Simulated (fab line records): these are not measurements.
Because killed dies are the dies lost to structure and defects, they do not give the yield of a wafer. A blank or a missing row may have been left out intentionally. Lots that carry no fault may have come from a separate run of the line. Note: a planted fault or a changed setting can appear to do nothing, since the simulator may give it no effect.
Chamber matching | flow nand_harc | 4 sister chambers for NHARC_A_CHANNEL_FILL_D1_ALD_25 on ald_hk-03
The step deposits SiOx, target thk 60 nm, pulse time 10 s, ald cycles 600. 22 wafers are shown with their chamber, then 11 later ones without.

WAFERS, EACH WITH ITS CHAMBER
wafer  | chamber | heater_power_w (W) | precursor_pulse_height_rel
L074.1 | 0       | 444                | 1.003
L074.3 | 1       | 500                | 0.980
L074.6 | 3       | 410                | 0.958
L076.2 | 3       | 409                | 0.969
L076.4 | 2       | 572                | 0.996
L076.5 | 0       | 455                | 1.013
L077.2 | 3       | 417                | 0.985
L077.4 | 2       | 566                | 1.007
L077.6 | 0       | 448                | 1.018
L079.1 | 3       | 405                | 1.024
L079.4 | 2       | 569                | 0.978
L079.6 | 3       | 408                | 0.959
L081.1 | 3       | 410                | 0.978
L081.3 | 2       | 557                | 1.009
L081.5 | 3       | 406                | 1.007
L081.6 | 2       | 550                | 1.002
L081.2 | 0       | 452                | 1.016
L081.4 | 1       | 514                | 1.017
L084.1 | 2       | 585                | 0.977
L084.5 | 3       | 408                | 1.001
L084.6 | 2       | 560                | 1.003
L086.2 | 1       | 506                | 0.991

SIGNATURES (means of the wafers above)
reading                    | chamber 0 | chamber 1 | chamber 2 | chamber 3 | scatter within a chamber
heater_power_w             | 449.75    | 506.67    | 565.57    | 409.12    | 7.59
precursor_pulse_height_rel | 1.01250   | 0.99600   | 0.99600   | 0.98512   | 0.0181
Rule: a wafer lies at a distance from a chamber equal to the root of the sum of squares, over the readings, of (its reading less the chamber's mean, divided by the reading's scatter). The wafer belongs to the nearest chamber; if the next one is less than 2 further off, it can't be placed. The scatter: take each reading less its chamber's mean, square it, sum over the shown wafers, divide by the number of wafers less the number of chambers, and take the root.

WAFERS WHOSE CHAMBER IS MISSING
wafer  | heater_power_w (W) | precursor_pulse_height_rel
L086.3 | 563                | 0.967
L086.1 | 467                | 0.991
L089.3 | 511                | 1.014
L089.4 | 416                | 0.976
L089.6 | 567                | 1.042
L091.3 | 571                | 1.011
L091.4 | 409                | 0.999
L091.5 | 440                | 1.040
L095.2 | 436                | 1.000
L095.5 | 443                | 0.981
L095.6 | 480                | 0.967

EACH ONE'S CHAMBER
wafer  | from the rows above     | in truth
L086.3 | 2                       | 2
L086.1 | 0                       | 0
L089.3 | 1                       | 1
L089.4 | 3                       | 3
L089.6 | 2                       | 2
L091.3 | 2                       | 2
L091.4 | 3                       | 3
L091.5 | 0                       | 0
L095.2 | can't be placed: 0 or 3 | 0
L095.5 | 0                       | 0
L095.6 | can't be placed: 1 or 0 | 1
Placed correctly: 9 of 11. Not placeable from these rows: 2 (in 2, the candidates include the true chamber). 0 placed wrongly.
